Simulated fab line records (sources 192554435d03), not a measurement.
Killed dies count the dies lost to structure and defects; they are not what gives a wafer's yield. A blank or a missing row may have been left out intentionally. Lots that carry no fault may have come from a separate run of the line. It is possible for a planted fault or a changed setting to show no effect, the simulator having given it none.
Matching of chambers    flow n5_finfet    cmp-01 running N5_BEOL_M10_CMP_52: 4 sister chambers
The step polishes, stops on SiCOH lowk, t overpolish 7 s, target thk 140 nm. 4 wafers are shown with their chamber, then 9 later ones without.

== WAFERS, EACH WITH ITS CHAMBER ==
wafer   chamber  motor_current_A (A)
L086.1  2        6.9
L086.5  0        6.8
L090.2  3        5.6
L090.5  1        5.3

== WAFERS MISSING THEIR CHAMBER ==
wafer   motor_current_A (A)
L094.2  7.0
L094.3  5.2
L094.5  7.7
L097.3  5.1
L097.5  5.4
L097.6  6.4
L091.3  6.8
L091.4  7.2
L091.5  7.3

== THE CHAMBER EACH PASSED THROUGH ==
wafer   from the rows above                in truth
L094.2  can't be placed: 2 or 0            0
L094.3  can't be placed: 1 or 3            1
L094.5  can't be placed: 2 or 0            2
L097.3  can't be placed: 1 or 3            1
L097.5  can't be placed: 1 or 3            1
L097.6  can't be placed: 0 or 2 or 3 or 1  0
L091.3  can't be placed: 0 or 2            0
L091.4  can't be placed: 2 or 0            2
L091.5  can't be placed: 2 or 0            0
Correct placement for 0 of the 9. Not placeable from these rows: 9 (in 9, the candidates include the true chamber). Number placed wrongly: 0.
How it was worked out, from the rows above alone: a wafer's distance from a chamber is the root of the sum, over the readings, of the square of ((its reading less the chamber's mean) divided by the reading's scatter). The wafer belongs to the nearest chamber; if the next one is less than 2 further off, it can't be placed. A chamber's mean is the mean of its shown wafers. The scatter (one wafer shown for each chamber): square how far every hidden wafer sits from the nearest shown wafer, average those squares and take the square root.
